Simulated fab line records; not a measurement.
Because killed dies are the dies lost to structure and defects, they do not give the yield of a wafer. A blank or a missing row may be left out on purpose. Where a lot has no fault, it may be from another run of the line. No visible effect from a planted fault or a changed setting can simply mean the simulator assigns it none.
Matching of chambers -- flow nand harc -- NHARC_A_CONTACT_ETCH_75 on rie diel-04 has 3 sister chambers
The step etches the open film in CF4, target depth 39 nm, time 65 s. 14 wafers are shown with their chamber, then 5 later ones without.

## EACH WAFER AND ITS CHAMBER
wafer,chamber,showerhead plenum p Torr (Torr),drypump motor current A (A),rf vpp V (V)
L693.1,1,1.76,5.4,150.3
L693.4,3,1.80,5.3,151.8
L693.6,1,1.76,5.4,150.7
L694.2,1,1.76,5.4,152.5
L694.4,0,1.84,5.4,151.9
L694.5,1,1.76,5.4,151.2
L699.2,3,1.80,5.3,150.3
L699.4,0,1.83,5.4,153.1
L699.5,0,1.83,5.5,152.2
L698.2,0,1.83,5.4,151.6
L698.3,3,1.80,5.3,151.6
L698.5,0,1.83,5.4,151.9
L703.3,1,1.76,5.4,150.4
L703.4,3,1.80,5.3,151.4

SIGNATURES, as means of the wafers listed above
reading,chamber 0,chamber 1,chamber 3,scatter within a chamber
showerhead plenum p Torr,1.8320,1.7600,1.8000,0.0027
drypump motor current A,5.420,5.400,5.300,0.027
rf vpp V,152.140,151.020,151.275,0.733
Rule: for each reading, subtract the chamber's mean from the wafer's reading, divide by that reading's scatter and square the result; add these up over the readings and take the root, which gives the wafer's distance from the chamber. The wafer belongs to the nearest chamber; if the next one is less than 2 further off, it can't be placed. The scatter: take each reading less its chamber's mean, square it, sum over the shown wafers, divide by the number of wafers less the number of chambers, and take the root.

## WAFERS WITH NO CHAMBER GIVEN
wafer,showerhead plenum p Torr (Torr),drypump motor current A (A),rf vpp V (V)
L703.5,1.83,5.4,150.5
L700.2,1.83,5.4,151.7
L700.6,1.76,5.4,151.7
L704.4,1.79,5.3,149.9
L704.6,1.79,5.3,151.0

## WHICH CHAMBER EACH ONE RAN IN
wafer,from the rows above,in truth
L703.5,0,0
L700.2,0,0
L700.6,1,1
L704.4,3,3
L704.6,3,3
Correctly placed: 5 of 5. Not placeable from these rows: 0. 0 placed wrongly.
